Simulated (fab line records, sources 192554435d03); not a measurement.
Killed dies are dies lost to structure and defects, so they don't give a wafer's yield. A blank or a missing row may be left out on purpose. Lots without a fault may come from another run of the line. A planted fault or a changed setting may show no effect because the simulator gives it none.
fab line records | flow n5_finfet
record lots=5 wafers=15 last_day=17
route steps=1938 shown BEOL_M1@797
lots that met no fault: from a run of the same line without faults
start_h: hours from the record's first day to the start of the lot's first wafer shown | wait_h: hours since the lot's step before | " the same as in the row above | L1.1+2: a row that stands for several wafers | - no value, or no start given | * or withheld: withheld | < > ~ a bound
route shown NAME@n: a module of which the file shows steps, and the number in the route of the first | usual: mean/standard deviation of fault-free wafers | same: alike in all rows | chamber/n: place in a boat | sites: the reading at each site | _std_site: their standard deviation | _edge_site: outer sites' mean less inner sites' | radius_mm: how far each site lies from the wafer's centre | mask NAME#n: copy n | behind: the tool/chamber that last shaped the wafer | hold: why the lot was held/for how many hours/how that ended | device: the transistor (n, p or np) that didn't switch | end of line: the same wafers' tests at the end of the route | a step without rows: its recipe alone | killed: dies lost to structure and defects at the first sort, not the wafer's yield | map: a wafer's dies, x killed, . not, _ none there
set.NAME: the setting as run; set.NAME@STEP: as run at that earlier step | model.NAME: the simulator's own value behind a step, which no gauge read
lots at some steps of the route; a table a step, a row a wafer
services: from which hour (start_h, from the record's first day; less than 0 if before it) a tool's chamber was out of use, for how many hours, and why
## steps
# step N5_BEOL_M1_VIA_ETCH_34
# recipe chemistry=C4F6/O2 target_depth_a=678 mask_material=SOC pressure_mtorr=15 ion_energy_ev=250 taper_deg=4 time_s=64.4 source_w=350 bias_w=170 Ar_flow_sccm=300 C4F6_flow_sccm=10 O2_flow_sccm=10
# usual drypump_motor_current_A=5.50/0.25 oes_product_au=0.78/0.091 rf_vpp_V=665/15 showerhead_plenum_p_Torr=2.86/0.09 throttle_valve_pct=30.8/0.37
# columns lot.wafer tool chamber start_h wait_h drypump_motor_current_A oes_product_au rf_hours_counter_h rf_vpp_V showerhead_plenum_p_Torr throttle_valve_pct
L079.2 rie_diel-01 1 151.46 0.0 5.49 0.69 244 666 2.91 30.5
L079.3 " 0 " " 5.41 0.77 143 640 2.73 30.8
L079.5 " 2 " " 5.73 0.69 - 680 2.94 31.3
L082.3 rie_diel-01 3 172.97 0.0 5.17 0.85 53 661 2.90 31.1
L082.4 " 0 " " 5.42 0.76 - 639 2.72 30.8
L082.5 " 3 " " 5.14 0.85 - 660 2.90 31.1
L085.2 rie_diel-02 3 197.56 0.0 5.37 0.76 161 657 2.71 30.7
L085.3 " 1 " " 5.65 0.83 68 672 2.75 30.7
L085.4 " 0 " " 5.12 0.68 240 679 2.90 30.7
L090.1 rie_diel-06 1 223.18 0.0 5.30 0.69 229 674 2.79 30.8
L090.2 " 3 " " 5.92 0.85 80 672 3.02 30.6
L090.4 " 0 " " 5.78 0.69 242 654 2.83 31.3
L096.2 rie_diel-01 2 271.37 0.0 5.73 0.98 3 680 2.93 31.1
L096.3 " 1 " " 5.49 0.93 28 666 2.90 30.2
L096.5 " 2 " " 5.74 0.98 - 679 2.93 31.1
# step N5_BEOL_M1_STRIP_83
# recipe chemistry=C4F6/O2 resist=SiARC rf_frequency_hz=6e+07
# columns lot.wafer tool chamber start_h wait_h
L079.2+3+5 rie_diel-01 1,0,2 151.51 0.0
L082.3+4+5 rie_diel-01 3,0,3 173.02 0.0
L085.2+3+4 rie_diel-02 3,1,0 197.61 0.0
L090.1+2+4 rie_diel-06 1,3,0 223.23 0.0
L096.2+3+5 rie_diel-01 2,1,2 271.42 0.0
# step N5_BEOL_M1_STRIP_36
# recipe chemistry=N2/H2 power_w=450 temp_c=40 pressure_mtorr=20 rf_frequency_hz=6e+07 overash_fraction=0.3 bias_power_w=7 h2_frac=0.5 n2_flow_sccm=200 h2_flow_sccm=200
# usual drypump_motor_current_A=5.50/0.26 n2_flow_sccm=200.0/0.54 oes_product_au=0.78/0.093 power_w=449.9/1.4 rf_vpp_V=59.3/1.6 showerhead_plenum_p_Torr=2.55/0.076 throttle_valve_pct=23.59/0.3
# columns lot.wafer tool chamber start_h wait_h drypump_motor_current_A n2_flow_sccm oes_product_au power_w rf_hours_counter_h rf_vpp_V showerhead_plenum_p_Torr throttle_valve_pct
L079.2 rie_diel-01 1 151.52 0.0 5.50 200.7 0.70 450.7 244 57.5 2.61 23.47
L079.3 " 0 " " 5.42 199.7 0.77 447.5 143 57.9 2.43 23.68
L079.5 " 2 " " 5.78 199.7 0.69 451.2 - 59.8 2.60 23.91
L082.3 rie_diel-01 3 173.03 0.0 5.14 200.6 0.85 451.4 53 60.3 2.57 23.50
L082.4 " 0 " " 5.41 199.8 0.76 451.0 - 59.0 2.43 23.69
L082.5 " 3 " " 5.15 200.5 0.86 450.7 - 64.4 2.57 23.51
L085.2 rie_diel-02 3 197.62 0.0 5.33 199.1 0.75 450.1 161 59.3 2.43 23.59
L085.3 " 1 " " 5.64 199.6 0.83 450.1 68 58.4 2.47 23.61
L085.4 " 0 " " 5.15 200.6 0.69 449.8 240 57.4 2.61 23.93
L090.1 rie_diel-06 1 223.24 0.0 5.30 199.8 0.67 452.0 229 58.2 2.50 23.77
L090.2 " 3 " " 5.90 200.3 0.84 448.9 80 60.8 2.67 23.09
L090.4 " 0 " " 5.80 199.8 0.69 450.3 242 60.1 2.51 23.91
L096.2 rie_diel-01 2 271.43 0.0 5.79 201.1 0.97 449.3 3 61.3 2.59 23.62
L096.3 " 1 " " 5.46 199.4 0.93 450.5 28 62.3 2.59 23.11
L096.5 " 2 " " 5.80 201.1 0.98 450.1 - 62.8 2.59 23.58
# step N5_BEOL_M1_TRENCH_ETCH_37
# recipe chemistry=C4F6/O2 target_depth_a=552.07 target=SiOC time_s=29 ion_energy_ev=250 pressure_mtorr=30 source_w=355 bias_w=185 Ar_flow_sccm=300 C4F6_flow_sccm=10 O2_flow_sccm=10
# usual drypump_motor_current_A=5.50/0.25 oes_product_au=0.78/0.09 rf_vpp_V=665/15 showerhead_plenum_p_Torr=2.86/0.09 throttle_valve_pct=20.9/0.32
# columns lot.wafer tool chamber start_h wait_h drypump_motor_current_A oes_product_au rf_hours_counter_h rf_vpp_V showerhead_plenum_p_Torr throttle_valve_pct
L079.2 rie_diel-01 1 - - 5.48 0.71 244 666 2.92 20.7
L079.3 " 0 " " 5.44 0.77 143 641 2.73 20.9
L079.5 " 2 " " 5.80 0.68 - 679 2.95 21.4
L082.3 rie_diel-01 3 - - 5.17 0.84 53 661 2.90 21.2
L082.4 " 0 " " 5.41 0.77 - 638 2.73 20.9
L082.5 " 3 " " 5.16 0.83 - 659 2.90 21.1
L085.2 rie_diel-02 3 - - 5.34 0.75 161 658 2.72 20.8
L085.3 " 1 " " 5.64 0.83 68 673 2.75 20.8
L085.4 " 0 " " 5.11 0.68 240 681 2.91 20.9
L090.1 rie_diel-06 1 - - 5.29 0.68 229 673 2.80 20.9
L090.2 " 3 " " 5.90 0.85 80 671 3.02 20.6
L090.4 " 0 " " 5.78 0.69 242 653 2.83 21.2
L096.2 rie_diel-01 2 - - 5.74 0.98 3 678 2.93 21.1
L096.3 " 1 " " 5.46 0.93 28 665 2.90 20.4
L096.5 " 2 " " 5.74 0.98 - 678 2.93 21.1
# step N5_BEOL_M1_ETCH_41
# recipe chemistry=CH3F/O2 target=SiCN target_depth_a=319 taper_deg=2 time_s=57.8 ion_energy_ev=120 mask_material=TiN pressure_mtorr=30 source_w=395 bias_w=75 Ar_flow_sccm=150 CH3F_flow_sccm=30 O2_flow_sccm=20
# usual drypump_motor_current_A=5.49/0.25 oes_product_au=0.78/0.09 rf_vpp_V=297.6/1.4 showerhead_plenum_p_Torr=2.01/0.065 throttle_valve_pct=16.36/0.29
# columns lot.wafer tool chamber start_h wait_h drypump_motor_current_A oes_product_au rf_hours_counter_h rf_vpp_V showerhead_plenum_p_Torr throttle_valve_pct
L079.2 rie_diel-01 1 - - 5.46 0.69 244 297.1 2.05 16.28
L079.3 " 0 " " 5.42 0.76 143 295.7 1.92 16.35
L079.5 " 2 " " 5.74 0.68 - 297.8 2.07 16.85
L082.3 rie_diel-01 3 - - 5.17 0.84 53 296.6 2.04 16.51
L082.4 " 0 " " 5.41 0.76 - 296.1 1.91 16.36
L082.5 " 3 " " 5.17 0.83 - 297.8 2.04 16.53
L085.2 rie_diel-02 3 - - 5.31 0.75 161 294.2 1.91 16.35
L085.3 " 1 " " 5.66 0.83 68 295.9 1.93 16.25
L085.4 " 0 " " 5.09 0.69 240 298.9 2.05 16.44
L090.1 rie_diel-06 1 - - 5.29 0.68 229 297.2 1.96 16.47
L090.2 " 3 " " 5.89 0.85 80 299.1 2.13 16.07
L090.4 " 0 " " 5.75 0.69 242 297.3 1.98 16.63
L096.2 rie_diel-01 2 - - 5.79 0.97 3 298.7 2.06 16.42
L096.3 " 1 " " 5.47 0.93 28 296.4 2.04 15.85
L096.5 " 2 " " 5.71 0.97 - 298.4 2.06 16.42
# step N5_BEOL_M1_STRIP_97
# recipe chemistry=N2/H2 time_s=10 power_w=450 temp_c=40 pressure_mtorr=20 rf_frequency_hz=6e+07 bias_power_w=7 n2_flow_sccm=200 h2_flow_sccm=200
# usual drypump_motor_current_A=5.50/0.25 n2_flow_sccm=200.0/0.56 oes_product_au=0.78/0.092 rf_vpp_V=59.1/0.94 showerhead_plenum_p_Torr=2.55/0.076 throttle_valve_pct=23.59/0.29
# columns lot.wafer tool chamber start_h wait_h drypump_motor_current_A n2_flow_sccm oes_product_au rf_hours_counter_h rf_vpp_V showerhead_plenum_p_Torr throttle_valve_pct
L079.2 rie_diel-01 1 - - 5.53 200.2 0.70 244 59.1 2.61 23.46
L079.3 " 0 " " 5.43 199.1 0.77 143 59.8 2.43 23.68
L079.5 " 2 " " 5.74 200.8 0.69 - 60.9 2.60 23.90
L082.3 rie_diel-01 3 - - 5.15 199.6 0.85 53 58.8 2.57 23.49
L082.4 " 0 " " 5.42 200.6 0.76 - 57.7 2.43 23.71
L082.5 " 3 " " 5.15 200.4 0.85 - 59.4 2.57 23.49
L085.2 rie_diel-02 3 - - 5.36 199.0 0.74 161 57.4 2.43 23.60
L085.3 " 1 " " 5.65 199.8 0.82 68 56.8 2.47 23.59
L085.4 " 0 " " 5.11 199.9 0.68 240 59.8 2.61 23.95
L090.1 rie_diel-06 1 - - 5.32 200.7 0.68 229 59.0 2.50 23.76
L090.2 " 3 " " 5.92 199.9 0.85 81 60.1 2.67 23.08
L090.4 " 0 " " 5.80 199.4 0.69 242 59.5 2.51 23.91
L096.2 rie_diel-01 2 - - 5.79 198.9 0.98 4 60.8 2.59 23.58
L096.3 " 1 " " 5.50 200.8 0.93 28 61.6 2.59 23.13
L096.5 " 2 " " 5.74 200.0 0.98 - 59.7 2.59 23.62
# step N5_BEOL_M1_OCD_MEAS_38
# usual trench_depth_nm=54.8/0.9
# columns lot.wafer tool chamber start_h wait_h trench_depth_nm
L079.2 ocd-01 - 151.72 - 55.7
L079.3 " - " " 55.3
L079.5 " - " " 54.6
L082.3 ocd-01 - 173.23 - 54.2
L082.4 " - " " 55.2
L082.5 " - " " 53.5
L085.2 ocd-01 - 197.82 - 54.5
L085.3 " - " " 55.9
L085.4 " - " " 55.1
L090.1 ocd-01 - 223.44 - 55.1
L090.2 " - " " 56.3
L090.4 " - " " 54.2
L096.2 ocd-02 - 271.63 - 56.8
L096.3 " - " " 56.4
L096.5 " - " " 57.0
# step N5_BEOL_M1_HM_STRIP_39
# recipe chemistry=peroxide_tin_strip material=TiN target_depth_a=250 temp_c=50 time_s=158
# columns lot.wafer tool chamber start_h wait_h
L079.2+3+5 wet_bench-06 0,2,1 151.75 0.0
L082.3+4+5 wet_bench-02 1,0,7 173.25 0.0
L085.2+3+4 wet_bench-06 2,3,4 197.85 0.0
L090.1+2+4 wet_bench-06 1,0,4 223.47 0.0
L096.2+3+5 wet_bench-01 2,6,1 271.66 0.0
# step N5_BEOL_M1_SRD_40
# recipe time_s=30 temp_c=23 rinse_liquid=diw dry=ipa_marangoni
# usual do_supply_ppb=10.00/0.1
# columns lot.wafer tool chamber start_h wait_h do_supply_ppb
L079.2 wet_bench-06 0 151.79 0.0 9.98
L079.3 " 2 " " 9.76
L079.5 " 1 " " 9.97
L082.3 wet_bench-02 1 173.31 0.0 9.96
L082.4 " 0 " " 10.01
L082.5 " 7 " " 10.04
L085.2 wet_bench-06 2 197.90 0.0 10.01
L085.3 " 3 " " 9.99
L085.4 " 4 " " 9.95
L090.1 wet_bench-06 1 223.52 0.0 9.99
L090.2 " 0 " " 9.91
L090.4 " 4 " " 9.93
L096.2 wet_bench-01 2 271.71 0.0 10.04
L096.3 " 6 " " 9.99
L096.5 " 1 " " 9.94
# step N5_BEOL_M1_PRECLEAN_42
# recipe chemistry=residue_remover time_s=60 temp_c=40
# columns lot.wafer tool chamber start_h wait_h
L079.2+3+5 wet_bench-06 0,2,1 151.81 0.0
L082.3+4+5 wet_bench-02 1,0,7 173.32 0.0
L085.2+3+4 wet_bench-06 2,3,4 197.91 0.0
L090.1+2+4 wet_bench-06 1,0,4 223.54 0.0
L096.2+3+5 wet_bench-01 2,6,1 271.72 0.0
# step N5_BEOL_M1_SRD_43
# recipe time_s=30 temp_c=23 rinse_liquid=diw dry=ipa_marangoni
# usual do_supply_ppb=10.00/0.1
# columns lot.wafer tool chamber start_h wait_h do_supply_ppb
L079.2 wet_bench-06 0 151.83 0.0 10.07
L079.3 " 2 " " 9.90
L079.5 " 1 " " 9.91
L082.3 wet_bench-02 1 173.34 0.0 10.04
L082.4 " 0 " " 9.86
L082.5 " 7 " " 10.04
L085.2 wet_bench-06 2 197.93 0.0 10.04
L085.3 " 3 " " 10.06
L085.4 " 4 " " 10.22
L090.1 wet_bench-06 1 223.55 0.0 10.03
L090.2 " 0 " " 10.08
L090.4 " 4 " " 10.16
L096.2 wet_bench-01 2 271.74 0.0 9.89
L096.3 " 6 " " 9.97
L096.5 " 1 " " 10.19
# step N5_BEOL_M1_CD_MEAS_35
# recipe target_cd_nm=18 target_cd_y_nm=21 polarity=opening
# usual cd_nm=18.0/0.38
# columns lot.wafer tool chamber start_h wait_h cd_nm
L079.2 cd_sem-01 - 151.87 0.0 18.2
L079.3 " - " " 18.4
L079.5 " - " " 18.3
L082.3 cd_sem-02 - 173.39 0.0 18.6
L082.4 " - " " 18.5
L082.5 " - " " 18.3
L085.2 cd_sem-02 - 197.97 0.0 18.7
L085.3 " - " " 17.6
L085.4 " - " " 18.0
L090.1 cd_sem-01 - 223.59 0.0 18.2
L090.2 " - " " 18.5
L090.4 " - " " 17.3
L096.2 cd_sem-02 - 271.78 0.0 18.1
L096.3 " - " " 17.5
L096.5 " - " " 17.8
# step N5_BEOL_M1_DEGAS_44
# recipe ambient=vacuum temp_c=250 time_s=60
# usual heater_power_w=331/24
# columns lot.wafer tool chamber start_h wait_h heater_power_w
L079.2 pvd_sputter-01 - 152.17 0.3 349
L079.3 " - " " 324
L079.5 " - " " 323
L082.3 pvd_sputter-01 - 175.63 2.2 304
L082.4 " - " " 314
L082.5 " - " " 328
L085.2 pvd_sputter-02 - 198.41 0.4 357
L085.3 " - " " 312
L085.4 " - " " 312
L090.1 pvd_sputter-01 - 223.71 0.1 328
L090.2 " - " " 312
L090.4 " - " " 355
L096.2 pvd_sputter-02 - 271.87 0.1 306
L096.3 " - " " 308
L096.5 " - " " 313
# step N5_BEOL_M1_PRE_CLEAN_45
# recipe gas=H2/He time_s=30 temp_c=250
# usual heater_power_w=331/24
# columns lot.wafer tool chamber start_h wait_h heater_power_w
L079.2 pvd_sputter-01 - 152.21 0.0 355
L079.3 " - " " 326
L079.5 " - " " 330
L082.3 pvd_sputter-01 - 175.67 0.0 307
L082.4 " - " " 321
L082.5 " - " " 333
L085.2 pvd_sputter-02 - 198.45 0.0 348
L085.3 " - " " 307
L085.4 " - " " 308
L090.1 pvd_sputter-01 - 223.75 0.0 337
L090.2 " - " " 307
L090.4 " - " " 355
L096.2 pvd_sputter-02 - 271.91 0.0 306
L096.3 " - " " 304
L096.5 " - " " 315
# step N5_BEOL_M1_ALD_84
# recipe material=TaN target_thk_a=* temp_c=275 ald_precursor_family=PDMAT ald_co_reactant=NH3 pressure_torr=3 carrier_flow_sccm=1500 pulse_time_s=2 purge_time_s=3 co_reactant_purge_time_s=2 co_reactant_pulse_time_s=3 ald_cycles=30 precursor_vessel_temp_c=75 precursor_vessel_pressure_torr=26.25 precursor_vessel_carrier_sccm=1000
# usual heater_power_w=411/28
# columns lot.wafer tool chamber start_h wait_h heater_power_w
L079.2 ald_metal-02 0 152.30 0.1 419
L079.3 " 1 " " 344
L079.5 " 3 " " 430
L082.3 ald_metal-02 2 175.73 0.0 423
L082.4 " 1 " " 353
L082.5 " 2 " " 413
L085.2 ald_metal-02 1 198.51 0.0 350
L085.3 " 3 " " 424
L085.4 " 2 " " 416
L090.1 ald_metal-03 2 223.81 0.0 425
L090.2 " 1 " " 427
L090.4 " 1 " " 414
L096.2 ald_metal-02 0 271.98 0.0 417
L096.3 " 1 " " 347
L096.5 " 2 " " 412
# step N5_BEOL_M1_SURFACE_TREAT_85
# recipe gas=Ar time_s=* ion_energy_ev=* ion_current_ma_cm2=0.5 pressure_mtorr=* ar_flow_sccm=30
# usual throttle_valve_pct=*
# columns lot.wafer tool chamber start_h wait_h throttle_valve_pct
L079.2 pvd_sputter-03 - 152.59 0.2 *
L079.3 " - " " *
L079.5 " - " " *
L082.3 pvd_sputter-01 - 176.03 0.2 *
L082.4 " - " " *
L082.5 " - " " *
L085.2 pvd_sputter-02 - 198.85 0.2 *
L085.3 " - " " *
L085.4 " - " " *
L090.1 pvd_sputter-01 - 224.07 0.2 *
L090.2 " - " " *
L090.4 " - " " *
L096.2 pvd_sputter-01 - 272.23 0.2 *
L096.3 " - " " *
L096.5 " - " " *
# step N5_BEOL_M1_CVD_47
# recipe material=Co target_thk_a=30 temp_c=withheld precursor=CCTBA/H2 pressure_torr=30 time_s=223.8
# columns lot.wafer tool chamber start_h wait_h
L079.2+3+5 cvd_co-01 2,1,0 152.87 0.3
L082.3+4+5 cvd_co-02 2,0,2 176.15 0.1
L085.2+3+4 cvd_co-01 1,2,2 198.92 0.1
L090.1+2+4 cvd_co-02 1,0,2 224.14 0.1
L096.2+3+5 cvd_co-02 0,2,0 272.31 0.1
# step N5_BEOL_M1_SPUTTER_48
# recipe material=Cu target_thk_a=45 temp_c=-20 chamber_pressure_pa=0.07 power_w=withheld time_s=8.29
# usual throttle_valve_pct=29.9/1
# columns lot.wafer tool chamber start_h wait_h throttle_valve_pct
L079.2 pvd_sputter-01 - 153.11 0.2 30.7
L079.3 " - " " 29.5
L079.5 " - " " 30.7
L082.3 pvd_sputter-01 - 176.39 0.2 30.5
L082.4 " - " " 29.7
L082.5 " - " " 29.6
L085.2 pvd_sputter-02 - 199.09 0.1 29.0
L085.3 " - " " 30.4
L085.4 " - " " 28.1
L090.1 pvd_sputter-02 - 224.34 0.1 27.8
L090.2 " - " " 30.3
L090.4 " - " " 28.9
L096.2 pvd_sputter-02 - 272.55 0.2 28.6
L096.3 " - " " 28.0
L096.5 " - " " 29.0
# step N5_BEOL_M1_ANNEAL_49
# recipe temp_c=400 time_s=240 ambient=vacuum
# usual heater_power_w=828/61 susceptor_temp_C_max=400.9/0.43
# columns lot.wafer tool chamber start_h wait_h heater_power_w susceptor_temp_C_max
L079.2 pvd_sputter-01 - 153.19 0.0 797 401.3
L079.3 " - " " 776 400.9
L079.5 " - " " 828 401.1
L082.3 pvd_sputter-01 - 176.47 0.0 871 401.6
L082.4 " - " " 778 401.1
L082.5 " - " " 769 400.7
L085.2 pvd_sputter-02 - 199.17 0.0 887 400.2
L085.3 " - " " 755 400.3
L085.4 " - " " 775 400.9
L090.1 pvd_sputter-02 - 224.42 0.0 758 401.0
L090.2 " - " " 751 401.2
L090.4 " - " " 894 400.1
L096.2 pvd_sputter-02 - 272.63 0.0 763 400.4
L096.3 " - " " 753 400.6
L096.5 " - " " 878 400.8
# step N5_BEOL_M1_SPUTTER_79
# recipe material=Cu target_thk_a=45 temp_c=-20 chamber_pressure_pa=0.07 power_w=withheld time_s=8.29
# usual throttle_valve_pct=29.9/1
# columns lot.wafer tool chamber start_h wait_h throttle_valve_pct
L079.2 pvd_sputter-01 - 153.33 0.1 30.7
L079.3 " - " " 29.4
L079.5 " - " " 30.8
L082.3 pvd_sputter-01 - 176.61 0.1 30.2
L082.4 " - " " 29.5
L082.5 " - " " 29.5
L085.2 pvd_sputter-02 - 199.31 0.1 29.0
L085.3 " - " " 30.6
L085.4 " - " " 28.1
L090.1 pvd_sputter-02 - 224.56 0.1 28.0
L090.2 " - " " 30.4
L090.4 " - " " 29.0
L096.2 pvd_sputter-02 - 272.77 0.1 28.8
L096.3 " - " " 27.9
L096.5 " - " " 29.0
# step N5_BEOL_M1_ANNEAL_80
# recipe temp_c=400 time_s=240 ambient=vacuum
# usual heater_power_w=829/64 susceptor_temp_C_max=401.0/0.41
# columns lot.wafer tool chamber start_h wait_h heater_power_w susceptor_temp_C_max
L079.2 pvd_sputter-01 - 153.41 0.0 814 401.4
L079.3 " - " " 781 400.8
L079.5 " - " " 833 401.0
L082.3 pvd_sputter-01 - 176.69 0.0 893 401.2
L082.4 " - " " 791 400.7
L082.5 " - " " 771 401.1
L085.2 pvd_sputter-02 - 199.39 0.0 881 400.9
L085.3 " - " " 764 400.4
L085.4 " - " " 765 400.9
L090.1 pvd_sputter-02 - 224.64 0.0 775 400.8
L090.2 " - " " 769 400.3
L090.4 " - " " 880 400.1
L096.2 pvd_sputter-02 - 272.85 0.0 771 400.9
L096.3 " - " " 776 400.9
L096.5 " - " " 873 400.8
# step N5_BEOL_M1_SPUTTER_81
# recipe material=Cu target_thk_a=45 temp_c=-20 chamber_pressure_pa=0.07 power_w=withheld time_s=8.29
# usual throttle_valve_pct=29.9/0.99
# columns lot.wafer tool chamber start_h wait_h throttle_valve_pct
L079.2 pvd_sputter-01 - 153.55 0.1 30.9
L079.3 " - " " 29.4
L079.5 " - " " 30.5
L082.3 pvd_sputter-01 - 176.83 0.1 30.3
L082.4 " - " " 29.7
L082.5 " - " " 29.6
L085.2 pvd_sputter-02 - 199.53 0.1 29.0
L085.3 " - " " 30.4
L085.4 " - " " 28.1
L090.1 pvd_sputter-02 - 224.78 0.1 27.9
L090.2 " - " " 30.5
L090.4 " - " " 28.8
L096.2 pvd_sputter-02 - 272.99 0.1 28.7
L096.3 " - " " 28.0
L096.5 " - " " 28.9
# step N5_BEOL_M1_ANNEAL_82
# recipe temp_c=400 time_s=240 ambient=vacuum
# usual heater_power_w=826/62 susceptor_temp_C_max=401.0/0.45
# columns lot.wafer tool chamber start_h wait_h heater_power_w susceptor_temp_C_max
L079.2 pvd_sputter-01 - 153.63 0.0 832 401.4
L079.3 " - " " 759 401.1
L079.5 " - " " 835 401.6
L082.3 pvd_sputter-01 - 176.91 0.0 876 401.3
L082.4 " - " " 783 401.1
L082.5 " - " " 785 400.8
L085.2 pvd_sputter-02 - 199.61 0.0 861 400.4
L085.3 " - " " 764 400.7
L085.4 " - " " 760 401.0
L090.1 pvd_sputter-02 - 224.86 0.0 767 400.6
L090.2 " - " " 776 400.7
L090.4 " - " " 880 400.2
L096.2 pvd_sputter-02 - 273.07 0.0 773 400.4
L096.3 " - " " 780 401.3
L096.5 " - " " 847 400.7
# step N5_BEOL_M1_SPUTTER_86
# recipe material=Cu target_thk_a=45 temp_c=-20 chamber_pressure_pa=0.07 power_w=withheld time_s=8.29
# usual throttle_valve_pct=29.9/0.97
# columns lot.wafer tool chamber start_h wait_h throttle_valve_pct
L079.2 pvd_sputter-01 - 153.77 0.1 30.7
L079.3 " - " " 29.6
L079.5 " - " " 30.6
L082.3 pvd_sputter-01 - 177.05 0.1 30.6
L082.4 " - " " 29.5
L082.5 " - " " 29.4
L085.2 pvd_sputter-02 - 199.75 0.1 28.8
L085.3 " - " " 30.4
L085.4 " - " " 27.8
L090.1 pvd_sputter-02 - 225.00 0.1 28.1
L090.2 " - " " 30.6
L090.4 " - " " 29.1
L096.2 pvd_sputter-02 - 273.21 0.1 28.5
L096.3 " - " " 27.9
L096.5 " - " " 29.2
# step N5_BEOL_M1_ANNEAL_87
# recipe temp_c=400 time_s=240 ambient=vacuum
# usual heater_power_w=828/62 susceptor_temp_C_max=401.0/0.41
# columns lot.wafer tool chamber start_h wait_h heater_power_w susceptor_temp_C_max
L079.2 pvd_sputter-01 - 153.85 0.0 832 401.5
L079.3 " - " " 770 401.4
L079.5 " - " " 829 401.4
L082.3 pvd_sputter-01 - 177.13 0.0 889 401.2
L082.4 " - " " 741 401.0
L082.5 " - " " 763 400.7
L085.2 pvd_sputter-02 - 199.83 0.0 864 400.7
L085.3 " - " " 763 400.5
L085.4 " - " " 765 400.9
L090.1 pvd_sputter-02 - 225.08 0.0 794 400.7
L090.2 " - " " 742 401.1
L090.4 " - " " 876 400.7
L096.2 pvd_sputter-02 - 273.29 0.0 743 400.6
L096.3 " - " " 788 401.2
L096.5 " - " " 880 400.3
# step N5_BEOL_M1_SPUTTER_88
# recipe material=Cu target_thk_a=45 temp_c=-20 chamber_pressure_pa=0.07 power_w=withheld time_s=8.29
# usual throttle_valve_pct=29.9/0.97
# columns lot.wafer tool chamber start_h wait_h throttle_valve_pct
L079.2 pvd_sputter-01 - 153.99 0.1 30.7
L079.3 " - " " 29.4
L079.5 " - " " 30.8
L082.3 pvd_sputter-01 - 177.27 0.1 30.5
L082.4 " - " " 29.6
L082.5 " - " " 29.4
L085.2 pvd_sputter-02 - 199.97 0.1 29.1
L085.3 " - " " 30.4
L085.4 " - " " 27.8
L090.1 pvd_sputter-02 - 225.22 0.1 27.9
L090.2 " - " " 30.5
L090.4 " - " " 28.8
L096.2 pvd_sputter-02 - 273.43 0.1 28.8
L096.3 " - " " 28.0
L096.5 " - " " 29.0
# step N5_BEOL_M1_ANNEAL_89
# recipe temp_c=400 time_s=240 ambient=vacuum
# usual heater_power_w=826/62 susceptor_temp_C_max=401.0/0.44
# columns lot.wafer tool chamber start_h wait_h heater_power_w susceptor_temp_C_max
L079.2 pvd_sputter-01 - 154.07 0.0 813 401.2
L079.3 " - " " 771 400.6
L079.5 " - " " 795 401.3
L082.3 pvd_sputter-01 - 177.35 0.0 872 400.6
L082.4 " - " " 755 400.5
L082.5 " - " " 777 400.7
L085.2 pvd_sputter-02 - 200.05 0.0 871 400.6
L085.3 " - " " 746 400.4
L085.4 " - " " 763 401.4
L090.1 pvd_sputter-02 - 225.30 0.0 766 400.7
L090.2 " - " " 748 400.7
L090.4 " - " " 879 400.9
L096.2 pvd_sputter-02 - 273.51 0.0 780 400.8
L096.3 " - " " 765 401.2
L096.5 " - " " 897 400.5
# step N5_BEOL_M1_SPUTTER_90
# recipe material=Cu target_thk_a=45 temp_c=-20 chamber_pressure_pa=0.07 power_w=withheld time_s=8.29
# usual throttle_valve_pct=29.9/0.98
# columns lot.wafer tool chamber start_h wait_h throttle_valve_pct
L079.2 pvd_sputter-01 - 154.21 0.1 30.9
L079.3 " - " " 29.4
L079.5 " - " " 30.7
L082.3 pvd_sputter-01 - 177.49 0.1 30.2
L082.4 " - " " 29.6
L082.5 " - " " 29.7
L085.2 pvd_sputter-02 - 200.19 0.1 29.1
L085.3 " - " " 30.7
L085.4 " - " " 28.0
L090.1 pvd_sputter-02 - 225.44 0.1 27.7
L090.2 " - " " 30.5
L090.4 " - " " 29.0
L096.2 pvd_sputter-02 - 273.65 0.1 28.7
L096.3 " - " " 27.8
L096.5 " - " " 29.3
# step N5_BEOL_M1_ANNEAL_91
# recipe temp_c=400 time_s=240 ambient=vacuum
# usual heater_power_w=828/63 susceptor_temp_C_max=401.0/0.39
# columns lot.wafer tool chamber start_h wait_h heater_power_w susceptor_temp_C_max
L079.2 pvd_sputter-01 - 154.29 0.0 837 401.1
L079.3 " - " " 787 401.0
L079.5 " - " " 817 401.0
L082.3 pvd_sputter-01 - 177.57 0.0 870 401.4
L082.4 " - " " 776 400.9
L082.5 " - " " 760 400.8
L085.2 pvd_sputter-02 - 200.27 0.0 882 400.7
L085.3 " - " " 746 400.8
L085.4 " - " " 780 401.1
L090.1 pvd_sputter-02 - 225.52 0.0 756 401.0
L090.2 " - " " 777 400.0
L090.4 " - " " 873 400.7
L096.2 pvd_sputter-02 - 273.73 0.0 756 400.8
L096.3 " - " " 756 400.6
L096.5 " - " " 885 400.6
# step N5_BEOL_M1_SPUTTER_92
# recipe material=Cu target_thk_a=45 temp_c=-20 chamber_pressure_pa=0.07 power_w=withheld time_s=8.29
# usual throttle_valve_pct=29.9/1
# columns lot.wafer tool chamber start_h wait_h throttle_valve_pct
L079.2 pvd_sputter-01 - 154.43 0.1 30.7
L079.3 " - " " 29.5
L079.5 " - " " 30.6
L082.3 pvd_sputter-01 - 177.71 0.1 30.4
L082.4 " - " " 29.6
L082.5 " - " " 29.7
L085.2 pvd_sputter-02 - 200.41 0.1 28.8
L085.3 " - " " 30.6
L085.4 " - " " 27.8
L090.1 pvd_sputter-02 - 225.66 0.1 28.0
L090.2 " - " " 30.4
L090.4 " - " " 29.1
L096.2 pvd_sputter-02 - 273.87 0.1 28.8
L096.3 " - " " 27.6
L096.5 " - " " 29.1
## services
# columns tool chamber start_h hours kind
rie_diel-02 3 142.67 1.8 repair
cvd_co-01 - 153.44 0.8 repair
rie_diel-01 2 164.28 2.8 repair
rie_diel-01 1 168.11 - clean
rie_diel-01 1 168.11 - consumable_replace:focus_ring
rie_diel-01 1 168.11 13.9 scheduled_down
rie_diel-01 1 168.11 13.9 vent_cycle
cvd_co-01 - 169.30 0.6 repair
ald_metal-02 - 176.53 1.5 repair
ald_metal-02 0 187.53 3.4 repair
cvd_co-02 - 208.14 2.8 pm
rie_diel-02 0 233.89 - clean
rie_diel-02 0 233.89 - consumable_replace:focus_ring
pvd_sputter-03 - 235.09 39.9 repair
rie_diel-01 2 235.33 5.0 repair
cvd_co-02 - 236.69 1.0 repair
ald_metal-02 - 238.45 1.0 repair
rie_diel-01 2 242.52 - clean
rie_diel-01 2 242.52 - consumable_replace:focus_ring
rie_diel-01 2 242.52 17.4 scheduled_down
rie_diel-01 2 242.52 17.4 vent_cycle
rie_diel-02 1 243.32 8.0 repair
ald_metal-03 - 244.53 2.8 pm
ald_metal-02 3 269.50 7.0 repair
## key
fault none
